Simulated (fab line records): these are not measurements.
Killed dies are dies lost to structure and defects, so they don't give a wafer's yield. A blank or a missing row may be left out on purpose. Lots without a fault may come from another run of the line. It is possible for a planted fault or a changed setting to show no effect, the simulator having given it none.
8D (eight disciplines) problem report, filled in by code	flow n5Finfet	the parts of the form that need people (team, actions taken, sign-off) are left out

1. WHAT IS WRONG
biasW at N5_BEOL_M6_ETCH_61 reads a mean of 31.92 W on 6 wafers of 2 lots; wafers without a fault read 35.98 W with a standard deviation of 0.1. Relative to the usual mean, that is a shift of -41 standard deviations.
The step: etches SiARC in CF4, target depth 45.5 nm, time 75.8 s.
The first sign was on wafer L284.3 at day 13 03:14, on rieDiel-05. Wafers with a number at this step in the record: 28, from 10 lots. The rule behind "out" and "out of limits": a value lying over 4 standard deviations away from the usual mean. All remaining wafers that have a number are taken as sound.

2. WHAT IT IS; WHAT IT IS NOT
question	is	is not
which readings at this step	biasW, rfVppV	drypumpMotorCurrentA, oesProductAu, showerheadPlenumPTorr, throttleValvePct
which lots	L284, L285	L269, L270, L271, L286, L287, L288, L289, L291
which wafers of those lots	all that have a number	-
read on which tools	rieDiel-05	rieDiel-02, rieDiel-06
when	from day 13 03:14	up to then (9 sound wafers); but 13 sound wafers of L286, L287, L288, L289, L291 came after

3. SUSPECTS, AND WHAT RULES EACH OUT
Counting: any tool at a process step up to the reading is kept as a suspect provided that every lot that is out went through it and no sound lot did after the first of them.
- rieDiel-05 at N5_BEOL_M6_DESCUM_16 (chemistry O2, time 7.9 s): kept. It ran every lot that is out, first L284 (day 13 03:12), and no sound lot after that.
- rieDiel-05 at N5_BEOL_M6_ETCH_61 (etches SiARC in CF4, target depth 45.5 nm, time 75.8 s): kept. It ran every lot that is out, first L284 (day 13 03:14), and no sound lot after that. On those wafers its own readings are out: biasW, rfVppV.
What counting leaves: rieDiel-05 at N5_BEOL_M6_DESCUM_16 and rieDiel-05 at N5_BEOL_M6_ETCH_61.

4. THE CAUSE (what the simulator had put in)
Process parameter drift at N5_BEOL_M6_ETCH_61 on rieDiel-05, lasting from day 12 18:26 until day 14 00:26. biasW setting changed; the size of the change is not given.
After counting, 2 suspects remain, this tool included.

5. THE EFFECT CHAIN, in route order
One row per reading whose mean, taken over the struck wafers that have a number, lies over 3 standard deviations from the usual. Only readings for which the record gives a usual standard deviation are gone through. hours: the time from each lot's start at the first step in this table that gives one to its start at this step, as a median over the lots. sigmas: the change in usual standard deviations.
hours	step	reading	usual	on struck wafers	change	sigmas
0	N5_BEOL_M6_ETCH_61	biasW	35.98 W	31.92	-4.06	-41
0	N5_BEOL_M6_ETCH_61	rfVppV	184.4 V	171.1	-13.3	-11
Here are the process steps it includes:
- N5_BEOL_M6_ETCH_61: etches SiARC in CF4, target depth 45.5 nm, time 75.8 s.

6. HOW IT WOULD HAVE BEEN CAUGHT EARLIER
9 hours passed between the start of the fault at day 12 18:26 and the first reading out of limits in this record, taken at day 13 03:14.
